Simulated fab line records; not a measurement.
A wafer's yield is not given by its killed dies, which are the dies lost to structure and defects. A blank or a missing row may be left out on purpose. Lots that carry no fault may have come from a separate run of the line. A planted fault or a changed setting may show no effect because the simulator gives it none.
Struck lot and sound lot, side by side / flow n5Finfet / 16 steps out of a route of 1938
Sound: the wafers L197.1, L197.3, L197.4. Wafers struck: L200.3, L200.4, L200.6. At the end, the cause is stated.
Each step with rows lists, per side, the tool, then ch with its chambers, then its first start. Under that, the readings that differ: sound wafers / struck wafers / difference of the means / sigmas: that difference in standard deviations of wafers without a fault.
alike: readings whose means differ by less than 2 such deviations, and words and numbers that are the same on both sides. not compared: withheld readings, readings that some wafer has no value for, bounds like >300 that may hide the same value, and numbers for which the record gives no deviation and whose values overlap.
Wherever a step has rows on one side only, a row that says differs or no value, or a row with sigmas, the two part there. Numbers that don't overlap but have no deviation are shown without sigmas and don't part them. A reading that every wafer of one side lacks parts them only if that side has two wafers or more.

N5_HKMG_FIN_INSPECT_14: inspects for defects (macro).
  sound on defectInspect-02, day 4 12:17; struck on defectInspect-02, day 5 10:13
  alike: rawDefectCount
then, 1 step without rows for these wafers: N5_HKMG_FIN_DESCUM_17 (chemistry O2, time 7.9 s).
N5_HKMG_FIN_ETCH_31: etches SiARC in CF4, target depth 45.5 nm, time 75.8 s.
  sound on rieDiel-02 ch 1,2,3, day 4 12:21; struck on rieDiel-04 ch 0,3, day 5 10:50
reading=drypumpMotorCurrentA (A); sound=5.6 5.2 6.2; struck=6.4 6.7 6.4; difference=+0.8; sigmas=+2
  alike: biasW, cf4FlowSccm, etchRfOnTimeS, oesProductAu, rfVppV, showerheadPlenumPTorr, throttleValvePct
  not compared: rfHoursCounterH
then, 2 steps without rows for these wafers: N5_HKMG_FIN_ETCH_32 (etches SOC in N2/H2, target depth 240 nm, time 300 s); N5_HKMG_FIN_STRIP_33 (strips in N2/H2).
N5_HKMG_FIN_STRIP_34: strips in CF4.
  sound on rieDiel-02 ch 1,2,3, day 4 12:36; struck on rieDiel-04 ch 0,3, day 5 11:05
reading=drypumpMotorCurrentA (A); sound=5.6 5.2 6.2; struck=6.4 6.7 6.4; difference=+0.8; sigmas=+2
  alike: oesProductAu, rfVppV, showerheadPlenumPTorr, throttleValvePct
  not compared: rfHoursCounterH
then, 1 step without rows for these wafers: N5_HKMG_FIN_ETCH_35 (etches SOC in N2/H2, target depth 215.8 nm, time 243.4 s).
N5_HKMG_FIN_STRIP_92: strips SOC in N2/H2, time 20 s.
  sound on rieDiel-02 ch 1,2,3, day 4 12:46; struck on rieDiel-04 ch 0,3, day 5 11:15
  alike: drypumpMotorCurrentA, h2FlowSccm, oesProductAu, rfVppV, showerheadPlenumPTorr, throttleValvePct
  not compared: rfHoursCounterH
then, 1 step without rows for these wafers: N5_HKMG_FIN_WET_ETCH_18 (etches TiN in SC1, time 55 s, target depth 5.2 nm, rinse time 30 s).
N5_HKMG_FIN_STRIP_19: strips in N2/H2, time 360 s.
  sound on plasmaAsher-01 ch 0,1, day 4 12:55; struck on plasmaAsher-01 ch 0,1, day 5 11:31
  alike: drypumpMotorCurrentA, h2FlowSccm, heaterPowerW
  not compared: rfHoursCounterH
N5_HKMG_FIN_ALD_91: deposits TiN, target thk 1 nm, pulse time 1 s, purge time 3 s.
  sound on aldMetal-02 ch 0,1,2, day 4 13:18; struck on aldMetal-02 ch 2,3, day 5 11:47
  alike: chamberPressureTorr, heaterPowerW, precursorPulseHeightRel
then, 1 step without rows for these wafers: N5_HKMG_FIN_COAT_85 (time 60 s, resist thk 300 nm).
N5_HKMG_FIN_ETCH_86: etches SOC in N2/H2, stops on TiN, target depth 393.2 nm.
  sound on rieDiel-02 ch 1,2,3, day 4 13:40; struck on rieDiel-03 ch 0,1,2, day 5 12:07
  no value came back on the struck wafers for any of 8 readings (biasW (W), chamberPressureMTorr (mTorr) and others); on the sound wafers biasW (W) reads 60.89 60.81 61.03
reading=model.SOC_of_HKMG_FIN_COAT_85.thkNm (nm); sound=17.8 18 16.4; struck=299.8 300.2 300.4; difference=+282.7; sigmas=
  not compared: rfHoursCounterH
then, 1 step without rows for these wafers: N5_HKMG_FIN_STRIP_89 (strips SOC in N2/H2, time 20 s).
N5_BEOL_M4_RC_MEAS_101:
  the record has rows for the sound wafers here (prober-01 ch 0, day 7 23:14) and none for the struck ones
-- a jump in the record: the struck wafers' starts before and after are 9 days apart (it breaks off in module BEOL_M4 and resumes in module PASSIVATION, where the first step shown is number 1936 of the route) --
N5_PASSIVATION_PROBE_49:
  only the struck wafers here have rows in the record (prober-01, day 14 05:00); the sound ones have none

## WHERE THEY PART
At N5_HKMG_FIN_ETCH_31 first; at N5_PASSIVATION_PROBE_49 last (within this record only).

WHY: what the simulator had put in
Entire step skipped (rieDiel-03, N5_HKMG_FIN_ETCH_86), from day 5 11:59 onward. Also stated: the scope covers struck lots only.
